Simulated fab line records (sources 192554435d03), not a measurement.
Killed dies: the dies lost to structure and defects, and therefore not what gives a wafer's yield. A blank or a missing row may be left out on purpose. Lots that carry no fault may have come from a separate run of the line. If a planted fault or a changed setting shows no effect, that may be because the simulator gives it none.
Matching of chambers | flow n5 finfet | N5_BEOL_M5_DEP_56 on pecvd-01 has 3 sister chambers
The step deposits SiCN from 3MS/NH3, target thk 8 nm, time 14 s. 14 wafers are shown with their chamber, then 7 later ones without.

WAFERS PAIRED WITH THEIR CHAMBERS
wafer  | chamber | showerhead plenum p Torr (Torr) | throttle valve pct (%)
L077.4 | 0       | 3.683                           | 8.9
L077.5 | 2       | 3.666                           | 8.7
L077.6 | 1       | 3.671                           | 8.6
L079.1 | 0       | 3.692                           | 8.9
L079.2 | 1       | 3.667                           | 8.8
L079.3 | 0       | 3.677                           | 8.8
L080.1 | 1       | 3.662                           | 8.7
L080.2 | 0       | 3.686                           | 8.8
L080.3 | 0       | 3.686                           | 8.8
L080.4 | 1       | 3.657                           | 8.4
L080.5 | 0       | 3.681                           | 8.8
L080.6 | 1       | 3.660                           | 8.8
L089.2 | 1       | 3.658                           | 8.5
L089.4 | 1       | 3.661                           | 8.7

SIGNATURES (averages over the wafers above)
reading                  | chamber 0 | chamber 1 | chamber 2 | scatter within a chamber
showerhead plenum p Torr | 3.68417   | 3.66229   | 3.66600   | 0.00507
throttle valve pct       | 8.833     | 8.643     | 8.700     | 0.117
Rule: a wafer's distance from a chamber is the root of the sum, over the readings, of the square of ((its reading less the chamber's mean) divided by the reading's scatter). If the next closest chamber is less than 2 further off than the closest, the wafer can't be placed; otherwise it belongs to the closest. The scatter is the square root of a quotient: the sum, over the shown wafers, of each reading's squared deviation from its chamber's mean, divided by wafers minus chambers.

WAFERS MISSING THEIR CHAMBER
wafer  | showerhead plenum p Torr (Torr) | throttle valve pct (%)
L089.5 | 3.682                           | 9.0
L093.1 | 3.659                           | 8.6
L093.2 | 3.670                           | 8.4
L093.3 | 3.673                           | 8.9
L093.4 | 3.664                           | 8.6
L093.5 | 3.682                           | 9.1
L093.6 | 3.673                           | 8.6

THE CHAMBER EACH PASSED THROUGH
wafer  | from the rows above          | in truth
L089.5 | 0                            | 0
L093.1 | can't be placed: 1 or 2      | 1
L093.2 | can't be placed: 1 or 2      | 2
L093.3 | can't be placed: 2 or 0 or 1 | 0
L093.4 | can't be placed: 1 or 2      | 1
L093.5 | 0                            | 0
L093.6 | can't be placed: 2 or 1 or 0 | 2
Placed correctly: 2 of 7. From these rows, 5 cannot be placed; in 5 the true chamber is one of the candidates. Placed wrongly: 0.
